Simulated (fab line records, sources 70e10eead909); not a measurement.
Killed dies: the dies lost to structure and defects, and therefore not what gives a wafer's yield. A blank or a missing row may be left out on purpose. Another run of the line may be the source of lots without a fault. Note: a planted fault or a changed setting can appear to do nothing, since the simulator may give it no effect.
Chamber matching || flow nandHarc || NHARC_A_STAIRCASE_DESCUM_11 on rieDiel-12: 4 sister chambers
The step chemistry O2, time 3 s. 30 wafers are shown with their chamber, then 12 later ones without.

WAFERS WITH THEIR CHAMBER
{"wafer": "L074.3", "chamber": 2, "showerheadPlenumPTorr (Torr)": 1.99, "drypumpMotorCurrentA (A)": 6.3, "oesProductAu (a.u.)": 0.989}
{"wafer": "L074.4", "chamber": 3, "showerheadPlenumPTorr (Torr)": 2.00, "drypumpMotorCurrentA (A)": 6.4, "oesProductAu (a.u.)": 0.987}
{"wafer": "L074.5", "chamber": 1, "showerheadPlenumPTorr (Torr)": 1.82, "drypumpMotorCurrentA (A)": 5.9, "oesProductAu (a.u.)": 0.988}
{"wafer": "L080.2", "chamber": 2, "showerheadPlenumPTorr (Torr)": 1.99, "drypumpMotorCurrentA (A)": 6.3, "oesProductAu (a.u.)": 0.992}
{"wafer": "L080.4", "chamber": 3, "showerheadPlenumPTorr (Torr)": 2.00, "drypumpMotorCurrentA (A)": 6.5, "oesProductAu (a.u.)": 1.001}
{"wafer": "L080.5", "chamber": 2, "showerheadPlenumPTorr (Torr)": 1.99, "drypumpMotorCurrentA (A)": 6.3, "oesProductAu (a.u.)": 0.997}
{"wafer": "L080.1", "chamber": 1, "showerheadPlenumPTorr (Torr)": 1.82, "drypumpMotorCurrentA (A)": 5.9, "oesProductAu (a.u.)": 0.991}
{"wafer": "L080.3", "chamber": 0, "showerheadPlenumPTorr (Torr)": 1.88, "drypumpMotorCurrentA (A)": 5.6, "oesProductAu (a.u.)": 0.995}
{"wafer": "L080.6", "chamber": 3, "showerheadPlenumPTorr (Torr)": 2.00, "drypumpMotorCurrentA (A)": 6.5, "oesProductAu (a.u.)": 1.012}
{"wafer": "L078.1", "chamber": 1, "showerheadPlenumPTorr (Torr)": 1.82, "drypumpMotorCurrentA (A)": 5.9, "oesProductAu (a.u.)": 0.990}
{"wafer": "L078.2", "chamber": 0, "showerheadPlenumPTorr (Torr)": 1.87, "drypumpMotorCurrentA (A)": 5.6, "oesProductAu (a.u.)": 0.996}
{"wafer": "L078.6", "chamber": 3, "showerheadPlenumPTorr (Torr)": 2.00, "drypumpMotorCurrentA (A)": 6.5, "oesProductAu (a.u.)": 1.006}
{"wafer": "L081.1", "chamber": 3, "showerheadPlenumPTorr (Torr)": 2.00, "drypumpMotorCurrentA (A)": 6.5, "oesProductAu (a.u.)": 1.004}
{"wafer": "L081.2", "chamber": 0, "showerheadPlenumPTorr (Torr)": 1.87, "drypumpMotorCurrentA (A)": 5.7, "oesProductAu (a.u.)": 1.002}
{"wafer": "L081.4", "chamber": 1, "showerheadPlenumPTorr (Torr)": 1.82, "drypumpMotorCurrentA (A)": 5.9, "oesProductAu (a.u.)": 0.984}
{"wafer": "L083.2", "chamber": 0, "showerheadPlenumPTorr (Torr)": 1.87, "drypumpMotorCurrentA (A)": 5.7, "oesProductAu (a.u.)": 0.993}
{"wafer": "L083.3", "chamber": 1, "showerheadPlenumPTorr (Torr)": 1.82, "drypumpMotorCurrentA (A)": 5.9, "oesProductAu (a.u.)": 0.991}
{"wafer": "L083.6", "chamber": 1, "showerheadPlenumPTorr (Torr)": 1.82, "drypumpMotorCurrentA (A)": 5.9, "oesProductAu (a.u.)": 0.978}
{"wafer": "L082.1", "chamber": 3, "showerheadPlenumPTorr (Torr)": 2.00, "drypumpMotorCurrentA (A)": 6.5, "oesProductAu (a.u.)": 0.993}
{"wafer": "L082.4", "chamber": 0, "showerheadPlenumPTorr (Torr)": 1.87, "drypumpMotorCurrentA (A)": 5.7, "oesProductAu (a.u.)": 1.010}
{"wafer": "L082.5", "chamber": 0, "showerheadPlenumPTorr (Torr)": 1.87, "drypumpMotorCurrentA (A)": 5.6, "oesProductAu (a.u.)": 1.005}
{"wafer": "L084.1", "chamber": 3, "showerheadPlenumPTorr (Torr)": 2.00, "drypumpMotorCurrentA (A)": 6.5, "oesProductAu (a.u.)": 0.997}
{"wafer": "L084.2", "chamber": 0, "showerheadPlenumPTorr (Torr)": 1.87, "drypumpMotorCurrentA (A)": 5.6, "oesProductAu (a.u.)": 0.998}
{"wafer": "L084.5", "chamber": 0, "showerheadPlenumPTorr (Torr)": 1.87, "drypumpMotorCurrentA (A)": 5.6, "oesProductAu (a.u.)": 1.010}
{"wafer": "L084.3", "chamber": 1, "showerheadPlenumPTorr (Torr)": 1.81, "drypumpMotorCurrentA (A)": 5.9, "oesProductAu (a.u.)": 0.990}
{"wafer": "L084.4", "chamber": 2, "showerheadPlenumPTorr (Torr)": 1.99, "drypumpMotorCurrentA (A)": 6.3, "oesProductAu (a.u.)": 1.008}
{"wafer": "L084.6", "chamber": 1, "showerheadPlenumPTorr (Torr)": 1.82, "drypumpMotorCurrentA (A)": 5.9, "oesProductAu (a.u.)": 0.991}
{"wafer": "L089.1", "chamber": 3, "showerheadPlenumPTorr (Torr)": 1.99, "drypumpMotorCurrentA (A)": 6.5, "oesProductAu (a.u.)": 1.001}
{"wafer": "L089.3", "chamber": 2, "showerheadPlenumPTorr (Torr)": 1.98, "drypumpMotorCurrentA (A)": 6.3, "oesProductAu (a.u.)": 1.000}
{"wafer": "L089.5", "chamber": 3, "showerheadPlenumPTorr (Torr)": 1.99, "drypumpMotorCurrentA (A)": 6.5, "oesProductAu (a.u.)": 0.996}

SIGNATURES, as means of the wafers listed above
{"reading": "showerheadPlenumPTorr", "chamber 0": 1.8713, "chamber 1": 1.8188, "chamber 2": 1.9880, "chamber 3": 1.9978, "scatter within a chamber": 0.00397}
{"reading": "drypumpMotorCurrentA", "chamber 0": 5.638, "chamber 1": 5.900, "chamber 2": 6.300, "chamber 3": 6.489, "scatter within a chamber": 0.0326}
{"reading": "oesProductAu", "chamber 0": 1.00113, "chamber 1": 0.98787, "chamber 2": 0.99720, "chamber 3": 0.99967, "scatter within a chamber": 0.00657}
Rule: distance of a wafer from a chamber = root of the sum over the readings of ((wafer's reading minus chamber's mean) / reading's scatter) squared. The wafer belongs to the nearest chamber; if the next one is less than 2 further off, it can't be placed. The scatter: take each reading less its chamber's mean, square it, sum over the shown wafers, divide by the number of wafers less the number of chambers, and take the root.

WAFERS WHOSE CHAMBER IS MISSING
{"wafer": "L089.2", "showerheadPlenumPTorr (Torr)": 1.81, "drypumpMotorCurrentA (A)": 5.9, "oesProductAu (a.u.)": 0.998}
{"wafer": "L089.4", "showerheadPlenumPTorr (Torr)": 1.81, "drypumpMotorCurrentA (A)": 5.9, "oesProductAu (a.u.)": 0.995}
{"wafer": "L089.6", "showerheadPlenumPTorr (Torr)": 1.98, "drypumpMotorCurrentA (A)": 6.3, "oesProductAu (a.u.)": 1.014}
{"wafer": "L092.1", "showerheadPlenumPTorr (Torr)": 1.99, "drypumpMotorCurrentA (A)": 6.5, "oesProductAu (a.u.)": 0.999}
{"wafer": "L092.4", "showerheadPlenumPTorr (Torr)": 1.81, "drypumpMotorCurrentA (A)": 5.9, "oesProductAu (a.u.)": 0.982}
{"wafer": "L092.5", "showerheadPlenumPTorr (Torr)": 1.98, "drypumpMotorCurrentA (A)": 6.3, "oesProductAu (a.u.)": 1.003}
{"wafer": "L092.2", "showerheadPlenumPTorr (Torr)": 1.98, "drypumpMotorCurrentA (A)": 6.3, "oesProductAu (a.u.)": 1.002}
{"wafer": "L092.3", "showerheadPlenumPTorr (Torr)": 1.87, "drypumpMotorCurrentA (A)": 5.7, "oesProductAu (a.u.)": 1.003}
{"wafer": "L092.6", "showerheadPlenumPTorr (Torr)": 1.81, "drypumpMotorCurrentA (A)": 5.9, "oesProductAu (a.u.)": 0.990}
{"wafer": "L095.2", "showerheadPlenumPTorr (Torr)": 1.98, "drypumpMotorCurrentA (A)": 6.3, "oesProductAu (a.u.)": 1.008}
{"wafer": "L095.4", "showerheadPlenumPTorr (Torr)": 1.99, "drypumpMotorCurrentA (A)": 6.5, "oesProductAu (a.u.)": 0.996}
{"wafer": "L095.6", "showerheadPlenumPTorr (Torr)": 1.81, "drypumpMotorCurrentA (A)": 5.9, "oesProductAu (a.u.)": 0.990}

WHICH CHAMBER EACH WENT THROUGH
{"wafer": "L089.2", "from the rows above": 1, "in truth": 1}
{"wafer": "L089.4", "from the rows above": 1, "in truth": 1}
{"wafer": "L089.6", "from the rows above": 2, "in truth": 2}
{"wafer": "L092.1", "from the rows above": 3, "in truth": 3}
{"wafer": "L092.4", "from the rows above": 1, "in truth": 1}
{"wafer": "L092.5", "from the rows above": 2, "in truth": 2}
{"wafer": "L092.2", "from the rows above": 2, "in truth": 2}
{"wafer": "L092.3", "from the rows above": 0, "in truth": 0}
{"wafer": "L092.6", "from the rows above": 1, "in truth": 1}
{"wafer": "L095.2", "from the rows above": 2, "in truth": 2}
{"wafer": "L095.4", "from the rows above": 3, "in truth": 3}
{"wafer": "L095.6", "from the rows above": 1, "in truth": 1}
Correctly placed: 12 of 12. Not placeable from these rows: 0. Number placed wrongly: 0.
